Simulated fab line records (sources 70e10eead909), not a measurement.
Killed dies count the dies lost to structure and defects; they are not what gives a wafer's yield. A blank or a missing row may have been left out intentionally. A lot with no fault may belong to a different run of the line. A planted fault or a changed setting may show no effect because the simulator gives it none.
The tool behind it: which one? | flow nand-harc | Sampling: 12 lots, 36 wafers, 6 of 1302 route steps

== WHAT THE GAUGES READ, wafer by wafer ==
NHARC_A_CHANNEL_FILL_D1_THK_MEAS_06: measures by ellipsometry.
lot  | measured     | on            | thk-nm (nm)
L395 | day 11 02:08 | film-metro-02 | 5.2 4.2 4.4
L396 | day 11 02:09 | film-metro-01 | 5.4 4.6 4.9
L398 | day 11 23:40 | film-metro-01 | 5.3 6.6 6.1
L399 | day 12 18:41 | film-metro-01 | 5.7 4.4 5.1
L402 | day 13 22:20 | film-metro-01 | 4.5 5.5 6.4
L403 | day 14 04:46 | film-metro-01 | 3.2 4.3 5.5
L405 | day 14 20:14 | film-metro-01 | 5.9 5.2 5.0
L411 | day 17 02:34 | film-metro-01 | 6.1 4.0 5.5
L412 | day 18 02:42 | film-metro-02 | 5.7 4.0 4.2
L415 | day 19 03:45 | film-metro-02 | 5.4 5.2 4.0
L416 | day 19 12:01 | film-metro-02 | 5.8 5.9 6.3
L417 | day 20 09:10 | film-metro-01 | 5.2 7.1 6.4

NHARC_A_DECK1_JOINT_THK_MEAS_17: measures by ellipsometry.
lot  | measured     | on            | thk-nm (nm)
L395 | day 12 22:06 | film-metro-02 | 46.5 46.6 45.7
L396 | day 12 22:15 | film-metro-01 | 44.1 44.9 44.9
L398 | day 13 22:07 | film-metro-02 | 45.5 46.3 45.6
L399 | day 14 14:55 | film-metro-02 | 44.9 46.8 45.7
L402 | day 15 22:32 | film-metro-02 | 46.8 46.9 44.9
L403 | day 16 03:03 | film-metro-01 | 43.7 45.2 44.8
L405 | day 16 17:11 | film-metro-01 | 46.9 47.1 45.5
L411 | day 18 21:46 | film-metro-01 | 38.1 40.3 42.1
L412 | day 19 22:44 | film-metro-02 | 38.0 40.6 40.8
L415 | day 21 20:32 | film-metro-01 | 45.2 46.3 44.8
L416 | day 21 10:48 | film-metro-02 | 44.4 44.7 44.1
L417 | day 22 09:18 | film-metro-02 | 45.3 44.9 45.2

NHARC_A_DECK1_JOINT_INSPECT_05.
lot  | measured     | on                | raw-defect-count
L395 | day 12 22:08 | defect-inspect-01 | 227 159 212
L396 | day 12 22:17 | defect-inspect-01 | 433 356 271
L398 | day 13 22:10 | defect-inspect-01 | 188 285 408
L399 | day 14 14:57 | defect-inspect-02 | 335 218 177
L402 | day 15 22:34 | defect-inspect-01 | 238 488 799
L403 | day 16 03:05 | defect-inspect-02 | 304 288 216
L405 | day 16 17:13 | defect-inspect-02 | 483 477 427
L411 | day 18 21:49 | defect-inspect-01 | 946 479 666
L412 | day 19 22:46 | defect-inspect-02 | 235 291 402
L415 | day 21 20:34 | defect-inspect-01 | 312 261 327
L416 | day 21 10:50 | defect-inspect-02 | 350 413 213
L417 | day 22 09:20 | defect-inspect-01 | 216 183 337

NHARC_END_SORT_01.
lot  | measured     | on        | killed-at-array | killed-at-other | killed-at-periphery | killed-dies | killed-open | killed-short
L402 | day 28 04:38 | prober-02 | 52 57           | 4 0             | 4 3                 | 60 60       | 7 2         | 0 2

== WHAT TOOL EACH LOT RAN ON (gives the tool, then ch and the chambers of the sampled wafers, and finally the start) ==
lot  | NHARC_A_CHANNEL_FILL_D1_ETCHBACK_19 | NHARC_A_DECK1_JOINT_DEP_16
L395 | rie-si-04 ch 0,1,3, day 10 14:20    | pecvd-04 ch 0,1, day 12 21:49
L396 | rie-si-06 ch 0,1, day 10 17:01      | pecvd-01 ch 0,1, day 12 22:00
L398 | rie-si-06 ch 1,2,3, day 11 08:35    | pecvd-04 ch 1,2, day 13 21:51
L399 | rie-si-01 ch 1,2, day 12 05:59      | pecvd-03 ch 0,1, day 14 14:38
L402 | rie-si-01 ch 0,1,3, day 13 10:34    | pecvd-04 ch 0,2, day 15 22:13
L403 | rie-si-06 ch 0,2,3, day 13 15:47    | pecvd-04 ch 0,2, day 16 02:44
L405 | rie-si-01 ch 1,2,3, day 14 07:52    | pecvd-01 ch 1,2, day 16 16:54
L411 | rie-si-06 ch 0,1,2, day 16 14:35    | pecvd-01 ch 0,1,2, day 18 21:33
L412 | rie-si-06 ch 0,2,3, day 17 12:17    | pecvd-01 ch 0,2, day 19 22:27
L415 | rie-si-04 ch 0,2,3, day 18 15:56    | pecvd-03 ch 0,2, day 21 20:17
L416 | rie-si-04 ch 0,2,3, day 18 19:14    | pecvd-04 ch 1,2, day 21 10:31
L417 | rie-si-04 ch 0,3, day 19 19:10      | pecvd-04 ch 0,2, day 22 09:04
- NHARC_A_CHANNEL_FILL_D1_ETCHBACK_19: etches the open film in HBr/Cl2, target depth 5 nm, time 1.7 s.
- NHARC_A_DECK1_JOINT_DEP_16: deposits SiO2, target thk 45 nm.

== WHAT THE TOOLS THEMSELVES READ (means of the sampled wafers that have a number; where no wafer has one, the mark that the record gives instead) ==
NHARC_A_CHANNEL_FILL_D1_ETCHBACK_19.
lot  | tool      | drypump-motor-current-A (A) | oes-product-au (a.u.) | throttle-valve-pct (%)
L395 | rie-si-04 | 6.1                         | 1.007                 | 26.404
L396 | rie-si-06 | 5.9                         | 1.002                 | 26.394
L398 | rie-si-06 | 5.8                         | 0.994                 | 26.397
L399 | rie-si-01 | 5.6                         | 0.995                 | 26.400
L402 | rie-si-01 | 5.5                         | 0.993                 | 26.410
L403 | rie-si-06 | 5.6                         | 0.993                 | 26.403
L405 | rie-si-01 | 5.6                         | 0.989                 | 26.416
L411 | rie-si-06 | 5.7                         | 0.997                 | 26.412
L412 | rie-si-06 | 5.5                         | 0.992                 | 26.413
L415 | rie-si-04 | 5.9                         | 0.999                 | 26.408
L416 | rie-si-04 | 5.9                         | 0.995                 | 26.405
L417 | rie-si-04 | 6.2                         | 0.994                 | 26.418

NHARC_A_DECK1_JOINT_DEP_16.
lot  | tool     | heater-power-w (W) | mfc-precursor-sccm (sccm) | showerhead-vpp-V (V) | susceptor-temp-C (C) | throttle-valve-pct (%)
L395 | pecvd-04 | 513                | 161.3                     | 1786                 | 400.11               | 16.2
L396 | pecvd-01 | 483                | 161.2                     | 1903                 | 399.96               | 16.6
L398 | pecvd-04 | 457                | 161.0                     | 1891                 | 399.90               | 16.0
L399 | pecvd-03 | 594                | 161.0                     | 1835                 | 400.14               | 15.8
L402 | pecvd-04 | 495                | 161.8                     | 1869                 | 399.95               | 16.1
L403 | pecvd-04 | 502                | 160.9                     | 1871                 | 399.97               | 15.9
L405 | pecvd-01 | 531                | 160.9                     | 1891                 | 400.12               | 15.1
L411 | pecvd-01 | 525                | 142.1                     | 1883                 | 399.92               | 15.6
L412 | pecvd-01 | 557                | 142.1                     | 1888                 | 400.12               | 16.0
L415 | pecvd-03 | 464                | 160.7                     | 1852                 | 399.55               | 14.9
L416 | pecvd-04 | 463                | 161.2                     | 1905                 | 399.81               | 16.5
L417 | pecvd-04 | 506                | 161.5                     | 1886                 | 399.92               | 15.7

== THE ANSWER, worked out from the rows above alone ==
Rule: the lots themselves supply what counts as usual. The widest of any qualifying gaps counts: lots, ordered by their means at a reading, are off when they make up no more than a third of the lots, leave a main group of 4 or more, and stand apart from it by 3 or more times the standard deviation of that group's means. Not used: any main group whose means are identical at the precision the tables above print for the reading. A lot without any number at a reading at which 4 lots or more have one is off too. Any other lot the step has rows for is counted as sound. Order of review: gauges by route order, followed by the tools' own readings, for which a lot's mean as printed above is used. At the first step where some lot is off, the reading lying furthest off is the one used; lots without a number count as furthest.
Off: L411, L412, at NHARC_A_DECK1_JOINT_THK_MEAS_17 (thk-nm). For the main group the mean is 45.5 nm and the standard deviation 0.72.
If a tool, at a process step before that reading, ran all the lots that are off and no sound lot after the first of them, it fits. Not tried: the gauges at NHARC_A_DECK1_JOINT_THK_MEAS_17; whatever is off there is also off at NHARC_A_DECK1_JOINT_DEP_16, on other tools, and gauge error can't account for it. 2 tools fit, rie-si-06 at NHARC_A_CHANNEL_FILL_D1_ETCHBACK_19 and pecvd-01 at NHARC_A_DECK1_JOINT_DEP_16, so this cannot tell which one it is.

== WHAT HAD BEEN PUT IN BY THE SIMULATOR ==
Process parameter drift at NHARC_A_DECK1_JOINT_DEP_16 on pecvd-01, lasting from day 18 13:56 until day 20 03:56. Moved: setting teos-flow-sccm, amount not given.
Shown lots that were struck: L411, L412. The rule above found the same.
